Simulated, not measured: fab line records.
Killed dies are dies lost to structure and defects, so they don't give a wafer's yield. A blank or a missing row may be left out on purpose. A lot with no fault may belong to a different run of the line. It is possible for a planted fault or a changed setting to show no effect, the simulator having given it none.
Comparing a struck lot with a sound one | flow nandHarc | 14 steps out of a route of 1302
Sound: wafers L472.1, L472.3, L472.4. Wafers struck: L482.1, L482.2, L482.4. The cause is named last.
Order at every step that has rows: each side's tool, ch and its chambers, its first start. Under that, the readings that differ: sound wafers | struck wafers | difference of the means | sigmas: that difference in standard deviations of wafers without a fault.
alike: readings with means less than 2 such deviations apart, plus words and numbers identical on both sides. not compared: withheld readings, readings lacking a value on some wafer, bounds such as >300 that could conceal the same value, and numbers that have no deviation in the record and whose values overlap.
The two part at a step that has a row with sigmas, a row that says differs or no value, or rows on one side only. Non-overlapping numbers with no deviation appear without sigmas and do not part them. Lack of a reading on every wafer of one side parts them only where that side has two or more wafers.

NHARC_P_M2_INSPECT_27:
  sound on defectInspect-02 at day 7 20:34; struck on defectInspect-02 at day 12 13:35
  alike: rawDefectCount
NHARC_P_M2_PRE_CLEAN_32: time 12 s.
  sound on pecvd-02 ch 1,2, day 7 20:38; struck on pecvd-03 ch 0,1,2, day 12 13:40
  alike: heaterPowerW
NHARC_P_M2_DEP_33: deposits SiCN, target thk 30 nm.
  sound on pecvd-02 ch 1,2, day 7 20:43; struck on pecvd-03 ch 0,1,2, day 12 13:46
  alike: heaterPowerW
NHARC_P_BONDPAD_DEP_00: deposits SiCN, target thk 250 nm.
  sound on pecvd-03 ch 0,1, day 7 21:11; struck on pecvd-03 ch 0,1
  alike: heaterPowerW
NHARC_P_BONDPAD_CMP_32: polishes SiCN, target thk 200 nm.
  sound on cmp-01 ch 0,1,2, day 7 21:32; struck on cmp-02 ch 0,2,3, day 12 14:31
  alike: motorCurrentA, slurryFilterDpKPa
NHARC_P_BONDPAD_THK_MEAS_33: measures by ellipsometry.
  sound on filmMetro-02 at day 7 21:47; struck on filmMetro-01 at day 12 14:46
  alike: thkNm
then, 5 steps without rows for these wafers: NHARC_P_BONDPAD_SRD_34; NHARC_P_BONDPAD_DEHYDRATE_01 (time 120 s); NHARC_P_BONDPAD_HMDS_02 (time 30 s); NHARC_P_BONDPAD_COAT_36 (time 65 s); NHARC_P_BONDPAD_COAT_03 (resist thk 600 nm).
NHARC_P_BONDPAD_SOFTBAKE_04: time 70 s.
  sound on lithoTrack-07 ch 0, day 7 21:00; struck on lithoTrack-02 ch 0, day 12 14:00
reading               | sound             | struck            | difference | sigmas
heaterPowerTotalW (W) | 201.5 198.9 201.5 | 209.2 206.8 207.9 | +7.3       | +6
after that, 1 step had no rows for these wafers: NHARC_P_BONDPAD_EBR_05.
-- jump in the record: it breaks off in module P_BONDPAD and resumes in module END (first step shown: number 1302 of the route), and 18 days separate the struck wafers' starts before and after --
NHARC_END_SORT_01:
  sound on prober-02 ch 0, day 25 20:16; struck on prober-02 ch 0, day 30 12:38
reading       | sound | struck | difference | sigmas
killedAtOther | 3 1 4 | 0 0 1  | -2         | -2
  alike: defectLimitedYield, killedAtArray, killedAtPeriphery, killedDies, killedOpen, killedShort

WHERE THEY PART
At NHARC_P_BONDPAD_SOFTBAKE_04 first; at NHARC_END_SORT_01 last (within this record only).

WHY: what had been put in by the simulator
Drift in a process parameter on lithoTrack-02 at NHARC_P_BONDPAD_SOFTBAKE_04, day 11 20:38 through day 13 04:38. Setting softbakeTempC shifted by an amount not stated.
